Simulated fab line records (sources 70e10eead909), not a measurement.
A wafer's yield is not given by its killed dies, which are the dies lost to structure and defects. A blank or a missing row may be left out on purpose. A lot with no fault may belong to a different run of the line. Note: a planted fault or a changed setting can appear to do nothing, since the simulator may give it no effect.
fab line records    flow nand-harc
record lots=12  wafers=36  last-day=33
route steps=1302 shown P_M2@334 END@1302
lots that met no fault: from a run of the same line without faults
start-h: hours from the record's first day to the start of the lot's first wafer shown    wait-h: hours elapsed since this lot's preceding step    " the same as in the row above    L1.1+2: one row covering several wafers at once    - no value present, or no start provided    * or withheld: withheld    < > ~ a bound
route shown NAME@n: a module of which the file shows steps, and the number in the route of the first    usual: mean/standard deviation taken from wafers without a fault    same: alike in all rows    chamber/n: place in a boat    sites: readings site by site    _std_site: how widely they spread, as a standard deviation    _edge_site: inner sites' mean taken away from outer sites' mean    radius-mm: for every site, how far away it sits from the centre of the wafer    mask NAME#n: copy n    behind: the tool/chamber that last shaped the wafer    hold: the reason the lot was held/the length of the hold in hours/how it ended    device: the transistor (n, p or np) that didn't switch    end of line: at the end of the route, the tests of the same wafers    a step without rows: its recipe alone    killed: count of dies lost to structure and defects at first sort (not the wafer's yield)    map: a wafer's dies, x killed, . not, _ none there
set.NAME: setting as actually run; set.NAME@STEP: the setting as run at that earlier step    model.NAME: the simulator's own value behind a step, which no gauge read
route steps across a sampled set of lots; one table per step, one row per wafer
services: a tool's chamber out of use, with start hour (start-h, from the record's first day; less than 0 if before it), hours out, and reason
## steps
# step NHARC_P_M2_CD_MEAS_16
# usual cd-nm=169.7/0.55
lot.wafer  tool       chamber  start-h  wait-h  cd-nm
L408.1     cd-sem-02  -        134.12   -       170.6
L408.2     "          -        "        "       170.6
L408.6     "          -        "        "       169.8
L409.1     cd-sem-03  -        139.06   -       169.6
L409.3     "          -        "        "       168.9
L409.6     "          -        "        "       170.0
L411.1     cd-sem-01  -        158.68   -       168.8
L411.5     "          -        "        "       170.1
L411.6     "          -        "        "       169.1
L412.4     cd-sem-03  -        176.76   -       169.6
L412.5     "          -        "        "       169.1
L412.6     "          -        "        "       169.8
L413.2     cd-sem-01  -        180.12   -       169.8
L413.5     "          -        "        "       170.0
L413.6     "          -        "        "       169.7
L418.2     cd-sem-01  -        235.81   -       170.4
L418.3     "          -        "        "       170.2
L418.5     "          -        "        "       170.2
L419.2     cd-sem-02  -        247.46   -       171.2
L419.4     "          -        "        "       170.6
L419.5     "          -        "        "       170.5
L420.1     cd-sem-03  -        249.91   -       170.0
L420.2     "          -        "        "       170.4
L420.3     "          -        "        "       169.9
L427.1     cd-sem-01  -        327.11   -       169.5
L427.5     "          -        "        "       170.0
L427.6     "          -        "        "       170.5
L429.1     cd-sem-03  -        337.44   -       169.7
L429.2     "          -        "        "       169.7
L429.5     "          -        "        "       169.6
L428.1     cd-sem-03  -        338.68   -       169.4
L428.4     "          -        "        "       169.5
L428.6     "          -        "        "       168.7
L431.1     cd-sem-03  -        362.41   -       170.0
L431.2     "          -        "        "       168.7
L431.4     "          -        "        "       168.6
# step NHARC_P_M2_DEGAS_29
# recipe temp-c=250  time-s=60
# usual heater-power-w=321/38
# same time-s=60
lot.wafer  tool            chamber  start-h  wait-h  heater-power-w
L408.2     pvd-sputter-03  -        134.85   -       303
L408.1     "               -        "        "       367
L408.6     "               -        "        "       327
L409.1     pvd-sputter-02  -        139.78   -       279
L409.3     "               -        "        "       334
L409.6     "               -        "        "       403
L411.1     pvd-sputter-02  -        159.39   -       288
L411.6     "               -        "        "       289
L411.5     "               -        "        "       329
L412.4     pvd-sputter-01  -        177.46   -       336
L412.5     "               -        "        "       332
L412.6     "               -        "        "       290
L413.2     pvd-sputter-03  -        180.84   -       313
L413.6     "               -        "        "       283
L413.5     "               -        "        "       310
L418.3     pvd-sputter-01  -        236.54   -       347
L418.2     "               -        "        "       294
L418.5     "               -        "        "       315
L419.2     pvd-sputter-02  -        248.17   -       278
L419.4     "               -        "        "       333
L419.5     "               -        "        "       277
L420.3     pvd-sputter-02  -        250.63   -       273
L420.1     "               -        "        "       291
L420.2     "               -        "        "       330
L427.1     pvd-sputter-02  -        328.23   -       400
L427.5     "               -        "        "       400
L427.6     "               -        "        "       273
L429.2     pvd-sputter-01  -        338.17   -       296
L429.1     "               -        "        "       311
L429.5     "               -        "        "       296
L428.4     pvd-sputter-02  -        339.42   -       400
L428.1     "               -        "        "       271
L428.6     "               -        "        "       300
L431.1     pvd-sputter-02  -        363.15   -       299
L431.2     "               -        "        "       401
L431.4     "               -        "        "       265
# step NHARC_P_M2_ECD_22
# recipe target-thk-a=4000  bath-temp-c=25  material=Cu
lot.wafer   tool       chamber  start-h  wait-h
L408.2+1+6  ecd-cu-01  1,0,0    135.20   -
L409.1+3+6  ecd-cu-01  0,0,1    140.19   -
L411.1+5+6  ecd-cu-01  1,1,0    159.76   -
L412.4+5+6  ecd-cu-02  0,1,0    177.97   -
L413.2+5+6  ecd-cu-01  0,1,0    181.24   -
L418.2+3+5  ecd-cu-02  0,0,1    236.90   -
L419.2+4+5  ecd-cu-01  0,1,1    248.58   -
L420.2+1+3  ecd-cu-01  0,1,1    251.15   -
L427.1+5+6  ecd-cu-01  1,1,0    328.59   -
L429.2+1+5  ecd-cu-02  0,1,1    338.52   -
L428.1+4+6  ecd-cu-02  1,0,1    339.81   -
L431.2+1+4  ecd-cu-02  1,0,0    363.52   -
# step NHARC_P_M2_CMP_23
# recipe t-overpolish-s=20  target-thk-nm=144.3
# usual motor-current-A=12.3/0.96  retaining-ring-pressure-frac=1.000/0.0052  time-to-endpoint-s=28.4/2.5
lot.wafer  tool    chamber  start-h  wait-h  motor-current-A  retaining-ring-pressure-frac  time-to-endpoint-s
L408.1     cmp-03  0        135.95   -       13.4             1.001                         26.7
L408.2     "       1        "        "       13.5             0.998                         24.5
L408.6     "       0        "        "       12.6             0.993                         27.2
L409.3     cmp-03  3        140.92   -       10.5             1.001                         31.5
L409.1     "       0        "        "       13.2             1.005                         32.5
L409.6     "       2        "        "       10.7             1.003                         28.9
L411.1     cmp-01  0        160.54   -       12.2             1.008                         29.1
L411.6     "       2        "        "       12.6             1.001                         30.5
L411.5     "       3        "        "       12.0             0.998                         29.6
L412.4     cmp-02  1        178.54   -       12.2             1.006                         28.2
L412.5     "       1        "        "       11.9             1.001                         26.8
L412.6     "       2        "        "       13.2             0.999                         25.5
L413.2     cmp-03  2        181.97   -       10.8             0.992                         31.0
L413.5     "       0        "        "       12.7             1.011                         28.9
L413.6     "       1        "        "       13.4             1.000                         33.1
L418.3     cmp-03  0        237.63   -       13.9             1.002                         29.7
L418.2     "       3        "        "       11.0             1.002                         28.2
L418.5     "       0        "        "       13.3             0.998                         27.3
L419.4     cmp-03  1        249.25   -       13.4             0.993                         24.8
L419.2     "       0        "        "       12.7             0.995                         12.4
L419.5     "       2        "        "       10.5             1.001                         25.3
L420.2     cmp-01  3        251.90   -       11.5             1.005                         13.5
L420.3     "       0        "        "       12.4             1.002                         27.4
L420.1     "       1        "        "       13.0             1.008                         29.1
L427.1     cmp-02  3        329.37   -       12.2             1.006                         25.3
L427.5     "       1        "        "       11.9             1.003                         24.9
L427.6     "       2        "        "       13.4             1.011                         22.4
L429.2     cmp-01  1        339.27   -       13.0             0.993                         27.7
L429.1     "       2        "        "       12.6             0.999                         28.9
L429.5     "       0        "        "       12.4             0.993                         26.7
L428.1     cmp-03  0        340.49   -       13.2             1.006                         31.0
L428.4     "       2        "        "       11.3             0.998                         29.2
L428.6     "       1        "        "       13.3             1.005                         32.1
L431.1     cmp-02  2        364.24   -       12.9             0.995                         26.5
L431.4     "       3        "        "       12.6             0.995                         29.3
L431.2     "       1        "        "       12.5             1.011                         28.2
# step NHARC_P_M2_INSPECT_27
# usual raw-defect-count=330/140
lot.wafer  tool               chamber  start-h  wait-h  raw-defect-count
L408.1     defect-inspect-01  -        136.39   0.0     202
L408.2     "                  -        "        "       255
L408.6     "                  -        "        "       285
L409.1     defect-inspect-01  -        141.37   0.0     325
L409.3     "                  -        "        "       533
L409.6     "                  -        "        "       463
L411.1     defect-inspect-01  -        160.95   0.0     364
L411.5     "                  -        "        "       335
L411.6     "                  -        "        "       599
L412.4     defect-inspect-01  -        179.02   0.0     325
L412.5     "                  -        "        "       276
L412.6     "                  -        "        "       479
L413.2     defect-inspect-02  -        182.39   0.0     687
L413.5     "                  -        "        "       448
L413.6     "                  -        "        "       388
L418.2     defect-inspect-02  -        238.10   0.0     152
L418.3     "                  -        "        "       296
L418.5     "                  -        "        "       252
L419.2     defect-inspect-01  -        249.73   0.0     262
L419.4     "                  -        "        "       217
L419.5     "                  -        "        "       219
L420.1     defect-inspect-01  -        252.34   0.0     494
L420.2     "                  -        "        "       389
L420.3     "                  -        "        "       266
L427.1     defect-inspect-01  -        329.79   0.0     306
L427.5     "                  -        "        "       478
L427.6     "                  -        "        "       322
L429.1     defect-inspect-02  -        339.72   0.0     274
L429.2     "                  -        "        "       227
L429.5     "                  -        "        "       208
L428.1     defect-inspect-01  -        340.96   0.0     396
L428.4     "                  -        "        "       451
L428.6     "                  -        "        "       564
L431.1     defect-inspect-02  -        364.71   0.0     285
L431.2     "                  -        "        "       246
L431.4     "                  -        "        "       198
# step NHARC_END_SORT_01
# recipe temp-c=25
# usual defect-limited-yield=92.5/2.3  killed-at-array=46/15  killed-at-other=0.8/1.1  killed-at-periphery=4.0/2.9  killed-dies=50/15  killed-open=3.2/1.8  killed-short=2.3/1.6  sort_bin_2_pct=2.7/1  sort_bin_3_pct=0.5/0.32  sort_bin_4_pct=4.2/1.3  sort-n-pass=627/15  sort-rim-yield-pct=87/4.7  sort-yield-pct=92.5/2.3
# same gross-dies=677  sort_bin_5_pct[%]=0  sort_bin_6_pct[%]=0  sort_bin_7_pct[%]=0  sort_bin_8_pct[%]=0  sort-rim-n-gross=106.00
lot.wafer  tool       chamber  start-h  wait-h  defect-limited-yield[%]  killed-at-array  killed-at-other  killed-at-periphery  killed-dies  killed-open  killed-short  sort_bin_2_pct[%]  sort_bin_3_pct[%]  sort_bin_4_pct[%]  sort-n-pass  sort-rim-yield-pct[%]  sort-yield-pct[%]
L408.1     prober-01  0        564.90   2.5     94.8                     31               0                4                    35           5            5             1.8                0.3                3.1                642          95                     94.8
L408.2     prober-01  0        565.70   2.8     97.3                     15               0                3                    18           1            5             0.7                0.1                1.8                659          96                     97.3
L408.6     prober-01  0        568.90   4.0     96.9                     17               2                2                    21           2            3             1.0                0.1                1.9                656          94                     96.9
L409.1     prober-02  0        564.93   2.5     91.0                     59               1                1                    61           4            2             2.7                1.2                5.2                616          85                     91.0
L409.3     prober-02  0        566.53   3.1     88.3                     74               0                5                    79           4            1             4.9                0.6                6.2                598          80                     88.3
L409.6     prober-02  0        568.94   4.0     89.8                     63               3                3                    69           2            1             3.5                0.7                5.9                608          82                     89.8
L411.1     prober-01  0        584.65   2.5     90.1                     58               2                7                    67           4            2             3.4                0.7                5.8                610          78                     90.1
L411.5     prober-01  0        587.81   3.7     91.6                     46               1                10                   57           5            5             2.8                1.0                4.6                620          89                     91.6
L411.6     prober-01  0        588.60   3.9     90.7                     54               0                9                    63           3            3             3.5                0.7                5.0                614          78                     90.7
L412.4     prober-01  0        595.51   3.4     91.6                     47               1                9                    57           5            3             3.1                0.6                4.7                620          88                     91.6
L412.5     prober-01  0        596.33   3.7     93.6                     37               3                3                    43           5            0             2.1                0.3                4.0                634          87                     93.6
L412.6     prober-01  0        597.14   4.1     93.6                     36               2                5                    43           1            2             2.7                0.4                3.2                634          91                     93.6
L413.2     prober-02  0        602.42   2.8     89.7                     64               1                5                    70           7            1             3.0                1.3                6.1                607          79                     89.7
L413.5     prober-02  0        604.85   3.7     91.4                     53               0                5                    58           3            2             3.1                1.3                4.1                619          86                     91.4
L413.6     prober-02  0        605.66   4.1     88.6                     70               1                6                    77           7            0             3.4                0.6                7.4                600          80                     88.6
L420.1     prober-01  0        675.27   2.5     95.9                     27               0                1                    28           2            0             0.7                0.3                3.1                649          92                     95.9
L420.2     prober-01  0        676.07   2.8     93.2                     45               0                1                    46           6            1             1.9                0.7                4.1                631          92                     93.2
L420.3     prober-01  0        676.86   3.1     93.9                     40               0                1                    41           2            1             1.9                0.7                3.4                636          92                     93.9
L419.2     prober-02  0        676.12   2.8     91.9                     55               0                0                    55           3            2             3.0                0.3                4.9                622          85                     91.9
L419.4     prober-02  0        677.71   3.4     90.5                     63               1                0                    64           2            3             4.0                0.6                4.9                613          85                     90.5
L419.5     prober-02  0        678.51   3.7     90.1                     64               1                2                    67           7            2             4.0                0.3                5.6                610          83                     90.1
L418.2     prober-01  0        683.86   2.8     94.5                     34               0                3                    37           2            1             1.9                0.4                3.1                640          92                     94.5
L418.3     prober-01  0        684.68   3.1     94.8                     30               0                5                    35           6            2             1.5                0.4                3.2                642          89                     94.8
L418.5     prober-01  0        686.32   3.8     94.2                     36               0                3                    39           3            3             1.8                0.1                3.8                638          92                     94.2
L429.1     prober-01  0        762.00   2.5     93.8                     36               0                6                    42           3            5             1.6                0.4                4.1                635          95                     93.8
L429.2     prober-01  0        762.79   2.8     94.1                     36               0                4                    40           4            2             2.1                0.4                3.4                637          88                     94.1
L429.5     prober-01  0        765.16   3.7     94.5                     31               0                6                    37           5            0             2.2                0                  3.2                640          90                     94.5
L427.1     prober-01  0        769.75   2.5     91.3                     56               1                2                    59           3            4             3.2                0.6                4.9                618          87                     91.3
L427.5     prober-01  0        772.99   3.7     90.1                     62               1                4                    67           4            2             3.8                0.9                5.2                610          81                     90.1
L427.6     prober-01  0        773.80   4.1     93.1                     43               0                4                    47           2            2             3.1                0.3                3.5                630          88                     93.1
L428.1     prober-02  0        772.72   2.5     93.1                     42               0                5                    47           1            1             2.8                0.3                3.8                630          86                     93.1
L428.4     prober-02  0        775.12   3.4     92.8                     44               2                3                    49           3            2             2.4                0.9                4.0                628          89                     92.8
L428.6     prober-02  0        776.73   4.0     91.7                     52               0                4                    56           2            3             3.8                0                  4.4                621          83                     91.7
L431.1     prober-01  0        792.15   2.5     95.7                     20               0                9                    29           2            0             1.6                0.4                2.2                648          95                     95.7
L431.2     prober-01  0        792.95   2.8     95.1                     27               1                5                    33           4            4             1.5                0.3                3.1                644          93                     95.1
L431.4     prober-01  0        794.55   3.4     95.0                     23               1                10                   34           6            1             1.2                0.3                3.5                643          91                     95.0
# killed by level:class
L408.1 A_CHANNEL_HOLE_D2:chamber-film-flake=9 A_CONTACT:chamber-film-flake=5 A_CHANNEL_FILL_D1:chamber-film-flake=4 A_WL_FILL:chamber-film-flake=3 P_M1:geometric-particle:short=1 A_ONON_D1:geometric-particle:short=1 A_CHANNEL_HOLE_D1:geometric-particle:open=1 A_CHANNEL_FILL_D1:geometric-particle:short=1
L409.1 A_CHANNEL_HOLE_D1:chamber-film-flake=20 A_CHANNEL_HOLE_D2:chamber-film-flake=17 A_SLIT:chamber-film-flake=9 A_STAIRCASE:chamber-film-flake=5 A_CONTACT:geometric-particle:open=2 A_CHANNEL_HOLE_D1:geometric-particle:short=1 A_DECK1_JOINT:geometric-particle:open=1 A_CHANNEL_FILL_D2:geometric-particle:open=1
L408.2 A_CHANNEL_HOLE_D2:chamber-film-flake=4 P_M2:chamber-film-flake=3 A_ONON_D1:geometric-particle:short=2 A_SGD_CUT:geometric-particle:short=2 A_WL_FILL:chamber-film-flake=2 A_CHANNEL_HOLE_D1:geometric-particle:short=1 A_CHANNEL_FILL_D2:geometric-particle:open=1 A_ZERO_WELL:chamber-film-flake=1
L409.3 A_CHANNEL_HOLE_D1:chamber-film-flake=19 A_SLIT:chamber-film-flake=19 A_CHANNEL_HOLE_D2:chamber-film-flake=18 A_STAIRCASE:chamber-film-flake=7 P_ZERO_WELL:chamber-film-flake=3 A_CONTACT:chamber-film-flake=3 A_ZERO_WELL:chamber-film-flake=2 A_WL_FILL:chamber-film-flake=2
L408.6 A_CHANNEL_HOLE_D2:chamber-film-flake=9 A_ZERO_WELL:chamber-film-flake=2 P_CONTACT:geometric-particle:open=1 A_SGD_CUT:geometric-particle:short=1 A_M1:geometric-particle:short=1 P_M2:chamber-film-flake=1 STARTING-WAFER:geometric-particle:open=1 STARTING-WAFER:geometric-particle:short=1
L409.6 A_CHANNEL_HOLE_D2:chamber-film-flake=26 A_CHANNEL_HOLE_D1:chamber-film-flake=15 A_SLIT:chamber-film-flake=13 A_STAIRCASE:chamber-film-flake=3 THIN_TSV:chamber-film-flake=3 P_ZERO_WELL:chamber-film-flake=2 A_CHANNEL_FILL_D2:chamber-film-flake=2 A_ONON_D1:geometric-particle:open=1
L411.1 A_CHANNEL_HOLE_D2:chamber-film-flake=27 A_CHANNEL_HOLE_D1:chamber-film-flake=18 A_STAIRCASE:chamber-film-flake=4 P_GATE:chamber-film-flake=2 P_CONTACT:chamber-film-flake=2 P_M2:chamber-film-flake=2 THIN_TSV:chamber-film-flake=2 A_ONON_D1:geometric-particle:short=1
L411.5 A_CHANNEL_HOLE_D2:chamber-film-flake=19 A_CHANNEL_HOLE_D1:chamber-film-flake=14 P_CONTACT:chamber-film-flake=5 A_CHANNEL_FILL_D1:geometric-particle:short=2 A_CHANNEL_FILL_D2:geometric-particle:open=2 P_M2:chamber-film-flake=2 A_STAIRCASE:chamber-film-flake=2 P_STI:geometric-particle:short=1
L411.6 A_CHANNEL_HOLE_D2:chamber-film-flake=30 A_CHANNEL_HOLE_D1:chamber-film-flake=15 P_CONTACT:chamber-film-flake=3 A_WL_FILL:geometric-particle:short=2 P_GATE:chamber-film-flake=2 A_WL_FILL:chamber-film-flake=2 P_CONTACT:geometric-particle:open=1 P_M2:geometric-particle:open=1
L412.4 A_CHANNEL_HOLE_D2:chamber-film-flake=25 A_STAIRCASE:chamber-film-flake=6 P_ZERO_WELL:chamber-film-flake=5 A_CHANNEL_HOLE_D1:chamber-film-flake=4 A_DECK1_JOINT:chamber-film-flake=3 P_STI:chamber-film-flake=2 P_CONTACT:geometric-particle:open=1 P_M0:geometric-particle:open=1
L412.5 A_CHANNEL_HOLE_D2:chamber-film-flake=18 A_CHANNEL_HOLE_D1:chamber-film-flake=5 A_CHANNEL_FILL_D1:chamber-film-flake=3 A_STAIRCASE:chamber-film-flake=3 THIN_TSV:chamber-film-flake=3 A_M0:geometric-particle:open=2 P_M2:geometric-particle:open=1 A_CHANNEL_FILL_D1:geometric-particle:open=1
L412.6 A_CHANNEL_HOLE_D2:chamber-film-flake=23 A_CHANNEL_HOLE_D1:chamber-film-flake=3 A_DECK1_JOINT:chamber-film-flake=3 A_STAIRCASE:chamber-film-flake=3 P_ZERO_WELL:chamber-film-flake=2 THIN_TSV:chamber-film-flake=2 P_ZERO_WELL:geometric-particle:open=1 A_CHANNEL_FILL_D2:geometric-particle:short=1
L413.2 A_CHANNEL_HOLE_D2:chamber-film-flake=25 A_SLIT:chamber-film-flake=16 A_CHANNEL_HOLE_D1:chamber-film-flake=11 A_M1:chamber-film-flake=3 P_M1:chamber-film-flake=2 P_CONTACT:geometric-particle:open=1 P_M0:geometric-particle:open=1 A_ONON_D1:geometric-particle:open=1
L413.5 A_SLIT:chamber-film-flake=23 A_CHANNEL_HOLE_D1:chamber-film-flake=11 A_CHANNEL_HOLE_D2:chamber-film-flake=11 P_M1:chamber-film-flake=4 A_STAIRCASE:chamber-film-flake=2 A_CONTACT:chamber-film-flake=2 P_M0:geometric-particle:open=1 A_DECK1_JOINT:geometric-particle:short=1
L413.6 A_CHANNEL_HOLE_D2:chamber-film-flake=31 A_CHANNEL_HOLE_D1:chamber-film-flake=15 A_SLIT:chamber-film-flake=13 P_GATE:chamber-film-flake=3 A_CONTACT:chamber-film-flake=3 A_ONON_D2:geometric-particle:open=2 A_CHANNEL_FILL_D2:geometric-particle:open=2 P_CONTACT:geometric-particle:open=1
L420.1 A_CHANNEL_HOLE_D2:chamber-film-flake=10 A_CONTACT:chamber-film-flake=3 A_BLC:chamber-film-flake=3 A_CHANNEL_HOLE_D1:chamber-film-flake=2 A_CHANNEL_FILL_D1:chamber-film-flake=2 A_ONON_D1:geometric-particle:open=1 A_SLIT:geometric-particle:open=1 P_M0:chamber-film-flake=1
L420.2 A_CHANNEL_HOLE_D2:chamber-film-flake=17 A_BLC:chamber-film-flake=8 A_CHANNEL_HOLE_D1:chamber-film-flake=5 A_CONTACT:chamber-film-flake=4 A_SLIT:chamber-film-flake=3 A_ONON_D1:geometric-particle:open=2 A_SGD_CUT:geometric-particle:open=2 A_DECK1_JOINT:geometric-particle:open=1
L419.2 A_CHANNEL_HOLE_D1:chamber-film-flake=25 A_SLIT:chamber-film-flake=22 A_SGD_CUT:geometric-particle:open=2 A_WL_FILL:geometric-particle:short=1 A_M0:geometric-particle:open=1 A_M0:geometric-particle:short=1 A_ZERO_WELL:chamber-film-flake=1 A_CHANNEL_HOLE_D2:chamber-film-flake=1
L420.3 A_CHANNEL_HOLE_D2:chamber-film-flake=11 A_CONTACT:chamber-film-flake=7 A_BLC:chamber-film-flake=6 A_CHANNEL_HOLE_D1:chamber-film-flake=5 A_DECK1_JOINT:chamber-film-flake=4 A_STAIRCASE:chamber-film-flake=2 A_SLIT:chamber-film-flake=2 P_M1:geometric-particle:open=1
L419.4 A_SLIT:chamber-film-flake=27 A_CHANNEL_HOLE_D1:chamber-film-flake=25 A_ZERO_WELL:chamber-film-flake=2 A_DECK1_JOINT:chamber-film-flake=2 A_ONON_D1:geometric-particle:short=1 A_CHANNEL_HOLE_D2:geometric-particle:open=1 A_WL_FILL:geometric-particle:short=1 A_M0:geometric-particle:open=1
L419.5 A_SLIT:chamber-film-flake=25 A_CHANNEL_HOLE_D1:chamber-film-flake=24 A_CONTACT:chamber-film-flake=3 A_ONON_D1:geometric-particle:open=2 A_DECK1_JOINT:geometric-particle:open=2 A_M0:geometric-particle:open=2 P_M0:geometric-particle:short=1 A_CHANNEL_FILL_D2:geometric-particle:short=1
L418.2 A_CHANNEL_HOLE_D1:chamber-film-flake=24 A_CONTACT:chamber-film-flake=3 P_GATE:chamber-film-flake=2 A_WL_FILL:chamber-film-flake=2 A_CHANNEL_FILL_D1:geometric-particle:open=1 A_CONTACT:geometric-particle:short=1 A_BLC:geometric-particle:open=1 P_M2:chamber-film-flake=1
L418.3 A_CHANNEL_HOLE_D1:chamber-film-flake=19 P_M2:chamber-film-flake=3 P_M0:geometric-particle:open=2 A_ONON_D1:geometric-particle:open=2 A_CONTACT:chamber-film-flake=2 A_CHANNEL_FILL_D1:geometric-particle:short=1 A_ONON_D2:geometric-particle:short=1 A_WL_FILL:geometric-particle:open=1
L418.5 A_CHANNEL_HOLE_D1:chamber-film-flake=21 A_WL_FILL:chamber-film-flake=4 A_CONTACT:chamber-film-flake=4 A_CHANNEL_HOLE_D2:chamber-film-flake=2 P_GATE:geometric-particle:short=1 P_M0:geometric-particle:open=1 A_ONON_D2:geometric-particle:open=1 A_CHANNEL_FILL_D2:geometric-particle:short=1
L429.1 A_CHANNEL_HOLE_D1:chamber-film-flake=9 A_WL_FILL:chamber-film-flake=6 A_CONTACT:chamber-film-flake=4 P_GATE:chamber-film-flake=3 A_SGD_CUT:chamber-film-flake=3 A_CHANNEL_FILL_D2:geometric-particle:short=2 P_CONTACT:chamber-film-flake=2 A_CHANNEL_HOLE_D2:chamber-film-flake=2
L429.2 A_CHANNEL_HOLE_D1:chamber-film-flake=13 P_GATE:chamber-film-flake=3 A_WL_FILL:chamber-film-flake=3 A_CONTACT:chamber-film-flake=3 A_M1:chamber-film-flake=3 A_STAIRCASE:geometric-particle:open=2 A_SGD_CUT:chamber-film-flake=2 A_SLIT:chamber-film-flake=2
L429.5 A_CHANNEL_HOLE_D1:chamber-film-flake=9 A_SLIT:chamber-film-flake=9 A_CONTACT:chamber-film-flake=7 P_GATE:chamber-film-flake=3 P_GATE:geometric-particle:open=1 P_M1:geometric-particle:open=1 A_CHANNEL_FILL_D1:geometric-particle:open=1 A_ONON_D2:geometric-particle:open=1
L427.1 A_CHANNEL_HOLE_D2:chamber-film-flake=16 A_CONTACT:chamber-film-flake=12 A_CHANNEL_HOLE_D1:chamber-film-flake=10 A_STAIRCASE:chamber-film-flake=6 A_WL_FILL:chamber-film-flake=5 A_SLIT:chamber-film-flake=2 P_M0:geometric-particle:open=1 A_ONON_D1:geometric-particle:short=1
L428.1 A_SLIT:chamber-film-flake=17 A_CHANNEL_HOLE_D2:chamber-film-flake=12 A_STAIRCASE:chamber-film-flake=4 P_GATE:chamber-film-flake=3 A_ZERO_WELL:chamber-film-flake=2 A_CONTACT:chamber-film-flake=2 A_M1:chamber-film-flake=2 A_CHANNEL_FILL_D1:geometric-particle:short=1
L427.5 A_CHANNEL_HOLE_D2:chamber-film-flake=19 A_CONTACT:chamber-film-flake=11 A_STAIRCASE:chamber-film-flake=10 A_SLIT:chamber-film-flake=7 A_WL_FILL:chamber-film-flake=6 A_CHANNEL_HOLE_D1:chamber-film-flake=5 P_STI:chamber-film-flake=2 P_CONTACT:geometric-particle:open=1
L427.6 A_CHANNEL_HOLE_D2:chamber-film-flake=21 A_CONTACT:chamber-film-flake=8 A_SLIT:chamber-film-flake=6 A_STAIRCASE:chamber-film-flake=3 A_CHANNEL_HOLE_D1:chamber-film-flake=2 P_GATE:geometric-particle:open=1 P_M0:geometric-particle:short=1 A_CHANNEL_FILL_D2:geometric-particle:short=1
L428.4 A_CHANNEL_HOLE_D2:chamber-film-flake=17 A_SLIT:chamber-film-flake=12 A_STAIRCASE:chamber-film-flake=4 P_M2:chamber-film-flake=2 A_CHANNEL_FILL_D1:chamber-film-flake=2 A_M1:chamber-film-flake=2 A_ONON_D1:geometric-particle:open=1 A_CHANNEL_FILL_D1:geometric-particle:short=1
L428.6 A_CHANNEL_HOLE_D2:chamber-film-flake=20 A_SLIT:chamber-film-flake=19 A_CONTACT:chamber-film-flake=3 P_GATE:chamber-film-flake=2 A_CHANNEL_HOLE_D1:unspecified=2 A_STAIRCASE:chamber-film-flake=2 A_ONON_D2:geometric-particle:short=1 A_CHANNEL_HOLE_D2:geometric-particle:short=1
L431.1 A_SLIT:chamber-film-flake=9 P_GATE:chamber-film-flake=5 P_ZERO_WELL:chamber-film-flake=3 A_WL_FILL:chamber-film-flake=3 A_CHANNEL_FILL_D2:chamber-film-flake=2 A_CONTACT:chamber-film-flake=2 P_M0:geometric-particle:open=1 A_STAIRCASE:geometric-particle:open=1
L431.2 A_SLIT:chamber-film-flake=8 A_CONTACT:chamber-film-flake=7 P_GATE:chamber-film-flake=3 A_WL_FILL:geometric-particle:short=2 A_CHANNEL_FILL_D1:chamber-film-flake=2 P_M0:geometric-particle:open=1 A_SOURCE_PLATE:geometric-particle:short=1 A_ONON_D1:geometric-particle:open=1
L431.4 A_CONTACT:chamber-film-flake=6 A_SLIT:chamber-film-flake=5 P_ZERO_WELL:chamber-film-flake=3 A_CHANNEL_FILL_D2:chamber-film-flake=3 P_GATE:chamber-film-flake=2 A_CHANNEL_HOLE_D2:chamber-film-flake=2 P_M0:geometric-particle:open=1 P_M1:geometric-particle:short=1
## services
tool            chamber  start-h  hours  kind
cmp-02          -        121.23   1.6    repair
ecd-cu-02       -        126.23   2.8    repair
pvd-sputter-01  -        126.84   5.6    repair
cmp-02          -        134.61   4.0    pm
cmp-01          -        139.29   7.7    repair
cmp-02          -        148.28   16.3   repair
ecd-cu-01       -        160.06   8.0    pm
cmp-01          -        161.47   3.9    repair
cmp-02          -        170.16   0.5    repair
cmp-03          -        184.09   4.0    pm
cmp-01          -        185.82   4.0    pm
cmp-03          -        202.53   1.7    repair
cmp-02          -        205.23   0.6    repair
pvd-sputter-01  -        226.02   10.0   pm
cmp-02          -        232.61   4.0    pm
ecd-cu-02       -        244.00   8.0    pm
cmp-03          -        252.64   3.1    repair
pvd-sputter-02  -        282.08   10.0   pm
cmp-03          -        282.09   4.0    pm
cmp-01          -        283.82   4.0    pm
cmp-03          -        302.32   1.6    repair
cmp-03          -        316.75   0.4    repair
ecd-cu-01       -        336.06   8.0    pm
ecd-cu-02       -        361.05   2.0    repair
## key
first-sign step=NHARC_P_M2_CMP_23  reading=time-to-endpoint-s  direction=down  sigmas=6.3  usual=*  struck=*
effect none on later readings
met-at NHARC_P_M2_ECD_22
struck-lots L419,L420
struck-wafers L419.2,L420.2
not-acting-at NHARC_P_M2_CD_MEAS_16,NHARC_P_M2_DEGAS_29,NHARC_P_M2_INSPECT_27
onset-between 181.24 248.58
fault kind=process-parameter-drift  tool=ecd-cu-01  chamber=0  onset-h=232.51  steps=NHARC_P_M2_ECD_22  channel=target-thk-a  offset=*  shape=step  end-h=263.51  acts-in=*  stated=*
